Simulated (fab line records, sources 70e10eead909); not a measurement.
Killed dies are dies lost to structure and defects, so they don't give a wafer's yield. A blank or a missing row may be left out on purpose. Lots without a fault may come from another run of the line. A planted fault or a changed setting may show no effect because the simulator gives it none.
Which tool did it? | flow nand_harc | 7 lots, 21 wafers sampled, at 2 steps of a route of 1302

WHAT THE GAUGES READ, wafer by wafer
NHARC_END_SORT_01.
lot  | measured     | on        | killed_at_other
L466 | day 24 18:49 | prober-02 | 2 0 0
L473 | day 28 05:26 | prober-01 | 2 3 1
L480 | day 30 08:08 | prober-01 | 0 1 1
L482 | day 31 15:01 | prober-02 | 4 0 1
L484 | day 32 03:08 | prober-01 | 1 0 1
L486 | day 32 21:05 | prober-02 | 0 0 0
L488 | day 34 20:26 | prober-02 | 2 0 1

WHICH TOOL RAN EACH LOT (tool, then ch and the chambers of the sampled wafers, then the start)
lot  | NHARC_P_ZERO_WELL_STRIP_28
L466 | wet_bench-03 ch 0,5,7, day 2 09:30
L473 | wet_bench-05 ch 3,5,7, day 5 07:28
L480 | wet_bench-03 ch 2,3,4, day 8 05:23
L482 | wet_bench-05 ch 2,4,5, day 9 01:37
L484 | wet_bench-06 ch 1,3,5, day 9 21:22
L486 | wet_bench-05 ch 2,4,5, day 10 18:08
L488 | wet_bench-03 ch 1,2,6, day 11 13:28
- NHARC_P_ZERO_WELL_STRIP_28: strips in SPM, time 840 s.

THE ANSWER, worked out from the rows above alone
Rule: what is usual is taken from the lots themselves. Put in order of their means at a reading, lots are off if they are a third of the lots or fewer, leave a main group of 4 or more, and stand apart from it by a gap of 3 or more times the standard deviation of the main group's means; of several such gaps the widest counts. A main group whose means are all the same, to the digits that the tables above print for the reading, isn't used. A lot without any number at a reading at which 4 lots or more have one is off too. The other lots that the step has rows for count as sound.
No lot is off at any reading shown: from this, nothing can be told.

WHAT THE SIMULATOR HAD PUT IN
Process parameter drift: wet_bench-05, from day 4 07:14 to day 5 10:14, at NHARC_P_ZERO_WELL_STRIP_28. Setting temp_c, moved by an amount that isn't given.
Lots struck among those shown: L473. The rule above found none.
